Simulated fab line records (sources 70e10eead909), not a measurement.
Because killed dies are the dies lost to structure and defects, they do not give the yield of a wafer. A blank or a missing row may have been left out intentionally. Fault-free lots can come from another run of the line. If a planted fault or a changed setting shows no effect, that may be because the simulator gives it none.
Chamber matching || flow nandHarc || NHARC_P_M0_PRE_CLEAN_31 on pecvd-04 has 3 sister chambers
The step time 12 s. 3 wafers are shown with their chamber, then 9 later ones without.

## WAFERS PAIRED WITH THEIR CHAMBERS
{"wafer": "L082.6", "chamber": 2, "heaterPowerW (W)": 676}
{"wafer": "L085.4", "chamber": 1, "heaterPowerW (W)": 498}
{"wafer": "L088.6", "chamber": 0, "heaterPowerW (W)": 529}

## WAFERS MISSING THEIR CHAMBER
{"wafer": "L091.2", "heaterPowerW (W)": 521}
{"wafer": "L091.3", "heaterPowerW (W)": 514}
{"wafer": "L091.4", "heaterPowerW (W)": 535}
{"wafer": "L092.2", "heaterPowerW (W)": 594}
{"wafer": "L092.4", "heaterPowerW (W)": 512}
{"wafer": "L092.5", "heaterPowerW (W)": 591}
{"wafer": "L093.3", "heaterPowerW (W)": 533}
{"wafer": "L093.4", "heaterPowerW (W)": 505}
{"wafer": "L093.6", "heaterPowerW (W)": 600}

## THE CHAMBER EACH PASSED THROUGH
{"wafer": "L091.2", "from the rows above": "can't be placed: 0 or 1", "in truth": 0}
{"wafer": "L091.3", "from the rows above": "can't be placed: 0 or 1", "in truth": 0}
{"wafer": "L091.4", "from the rows above": "can't be placed: 0 or 1", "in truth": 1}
{"wafer": "L092.2", "from the rows above": "can't be placed: 0 or 2 or 1", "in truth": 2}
{"wafer": "L092.4", "from the rows above": "can't be placed: 1 or 0", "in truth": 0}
{"wafer": "L092.5", "from the rows above": "can't be placed: 0 or 2 or 1", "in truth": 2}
{"wafer": "L093.3", "from the rows above": "can't be placed: 0 or 1", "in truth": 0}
{"wafer": "L093.4", "from the rows above": "can't be placed: 1 or 0", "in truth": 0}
{"wafer": "L093.6", "from the rows above": "can't be placed: 0 or 2 or 1", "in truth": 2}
Correct placement for 0 of the 9. These rows do not allow placing 9 (true chamber among the candidates in 9). 0 placed wrongly.
How it was worked out, from the rows above alone: a wafer's distance from a chamber is the root of the sum, over the readings, of the square of ((its reading less the chamber's mean) divided by the reading's scatter). The wafer belongs to the nearest chamber; if the next one is less than 2 further off, it can't be placed. The mean given for a chamber averages the wafers shown for that chamber. The scatter: root of mean squared gap, hidden wafer to nearest shown wafer, with one shown wafer a chamber.
